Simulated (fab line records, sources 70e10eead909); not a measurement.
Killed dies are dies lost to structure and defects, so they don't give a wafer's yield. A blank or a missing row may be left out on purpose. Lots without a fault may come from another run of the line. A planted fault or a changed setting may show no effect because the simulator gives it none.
Problem report in the 8D (eight disciplines) form, filled by code | flow nand_harc | the parts of the form that need people (team, actions taken, sign-off) are left out

1. THE PROBLEM
thk_nm at NHARC_A_ONON_D1_THK_MEAS_21 reads a mean of 1629 nm on 6 wafers of 2 lots; wafers without a fault read 1000 nm with a standard deviation of 9.6. That is +66 standard deviations from the usual mean.
The step: measures by ellipsometry.
First seen on wafer L527.1, day 10 23:31, on film_metro-01. The record holds 42 wafers of 14 lots with a number at this step. Rule for "out", or "out of limits": more than 4 standard deviations from the usual mean. The other wafers with a number count as sound.

2. WHAT IT IS AND WHAT IT IS NOT
question                    | is                     | is not
which readings at this step | thk_nm                 | -
which lots                  | L526, L527             | L515, L518, L519, L520, L521, L522, L523, L524, L525, L528, L536, L538
which wafers of those lots  | all that have a number | -
read on which gauges        | film_metro-01          | film_metro-02
when                        | from day 10 23:31      | up to then (27 sound wafers); but 9 sound wafers of L528, L536, L538 came after

3. SUSPECTS, AND WHAT RULES EACH OUT
Counting: a tool at a process step up to the reading stays a suspect if it ran every lot that is out and no sound lot after the first of them.
- the gauge at NHARC_A_ONON_D1_THK_MEAS_21: ruled out. All the wafers that are out were read on film_metro-01, but those of them that NHARC_END_SORT_01 has rows for are out there too, on other tools.
- pvd_sputter-01 at NHARC_P_BONDPAD_PVD_17 (deposits TaN, target thk 5 nm, time 8.06 s): kept. It ran every lot that is out, first L527 (day 9 17:02), and no sound lot after that; its last sound lot up to then is L525 (day 8 17:15). NHARC_P_BONDPAD_PVD_17 gives no start for some lots, so the hours and the order of its lots are those of NHARC_A_ZERO_WELL_CD_MEAS_10.
- pecvd_onon-03 at NHARC_A_ONON_D1_DEP_19 (target thk 1000 nm): kept. It ran every lot that is out, first L527 (day 10 23:00), and no sound lot after that; its last sound lot up to then is L524 (day 9 23:16).
Left after counting: pvd_sputter-01 at NHARC_P_BONDPAD_PVD_17, pecvd_onon-03 at NHARC_A_ONON_D1_DEP_19.

4. THE CAUSE (what the simulator had put in)
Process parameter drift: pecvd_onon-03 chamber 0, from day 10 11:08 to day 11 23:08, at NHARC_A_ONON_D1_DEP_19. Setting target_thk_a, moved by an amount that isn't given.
Counting left 2 suspects, and this tool is among them.

5. THE CHAIN OF EFFECTS, in route order
Each row: a reading whose mean over the struck wafers that have a number lies more than 3 standard deviations from the usual. Only readings for which the record gives a usual standard deviation are gone through. hours: the time from each lot's start at the first step in this table that gives one to its start at this step, as a median over the lots. sigmas: the change in usual standard deviations.
hours | step                        | reading         | usual   | on struck wafers | change | sigmas
0     | NHARC_A_ONON_D1_THK_MEAS_21 | thk_nm          | 1000 nm | 1629             | +629   | +66
264   | NHARC_END_SORT_01           | killed_at_array | 26      | 675              | +649   | +65
264   | NHARC_END_SORT_01           | killed_dies     | 30      | 677              | +647   | +59

6. WHAT WOULD HAVE CAUGHT IT SOONER
In this record the first reading out of limits at a measuring or inspecting step was taken at day 10 23:31, 12 hours after the fault began at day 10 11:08.
Of the tool readings at NHARC_A_ONON_D1_DEP_19 for which the record gives a usual standard deviation, none was out on any struck wafer, so an alarm limit of 4 standard deviations on them would not have fired.
Of the lots that are out (2), L526 began NHARC_A_ONON_D1_DEP_19 on pecvd_onon-03 after day 10 23:31. A hold on the tool at that time would have spared it.
